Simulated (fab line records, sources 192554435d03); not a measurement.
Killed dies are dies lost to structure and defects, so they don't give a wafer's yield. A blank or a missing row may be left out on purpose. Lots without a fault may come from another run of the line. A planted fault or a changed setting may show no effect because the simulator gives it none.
Chamber matching | flow n5_finfet | N5_HKMG_FIN_ETCH_35 on rie_diel-03: 3 sister chambers
The step etches SOC in N2/H2, target depth 215.8 nm, time 243.4 s. 14 wafers are shown with their chamber, then 3 later ones without.

WAFERS WITH THEIR CHAMBER
wafer  | chamber | showerhead_plenum_p_Torr (Torr) | throttle_valve_pct (%) | oes_product_au (a.u.)
L118.1 | 2       | 2.51                            | 17.96                  | 0.71
L118.3 | 0       | 2.65                            | 17.97                  | 0.73
L121.1 | 0       | 2.64                            | 17.97                  | 0.71
L121.2 | 1       | 2.52                            | 17.76                  | 0.68
L121.5 | 0       | 2.64                            | 17.96                  | 0.71
L127.1 | 0       | 2.64                            | 18.00                  | 0.70
L127.4 | 2       | 2.50                            | 17.99                  | 0.70
L127.6 | 0       | 2.64                            | 17.98                  | 0.70
L134.1 | 0       | 2.63                            | 18.02                  | 0.69
L134.2 | 2       | 2.49                            | 18.03                  | 0.68
L134.5 | 0       | 2.63                            | 18.05                  | 0.68
L139.2 | 0       | 2.62                            | 18.05                  | 0.68
L139.3 | 1       | 2.50                            | 17.29                  | 1.01
L139.6 | 1       | 2.50                            | 17.29                  | 1.01

SIGNATURES (means of the wafers above)
reading                  | chamber 0 | chamber 1 | chamber 2 | scatter within a chamber
showerhead_plenum_p_Torr | 2.6362    | 2.5067    | 2.5000    | 0.00979
throttle_valve_pct       | 18.0000   | 17.4467   | 17.9933   | 0.12
oes_product_au           | 0.7000    | 0.9000    | 0.6967    | 0.0826
Rule: a wafer's distance from a chamber is the root of the sum, over the readings, of the square of ((its reading less the chamber's mean) divided by the reading's scatter). The wafer belongs to the nearest chamber; if the next one is less than 2 further off, it can't be placed. The scatter: the root of (the sum of the squares of (reading less its chamber's mean) over the shown wafers, divided by (wafers less chambers)).

WAFERS WITHOUT THEIR CHAMBER
wafer  | showerhead_plenum_p_Torr (Torr) | throttle_valve_pct (%) | oes_product_au (a.u.)
L140.5 | 2.50                            | 17.30                  | 1.00
L140.6 | 2.62                            | 18.06                  | 0.69
L141.3 | 2.50                            | 17.30                  | 0.98

WHICH CHAMBER EACH WENT THROUGH
wafer  | from the rows above | in truth
L140.5 | 1                   | 1
L140.6 | 0                   | 0
L141.3 | 1                   | 1
Placed correctly: 3 of 3. Can't be placed from these rows: 0. Placed wrongly: 0.
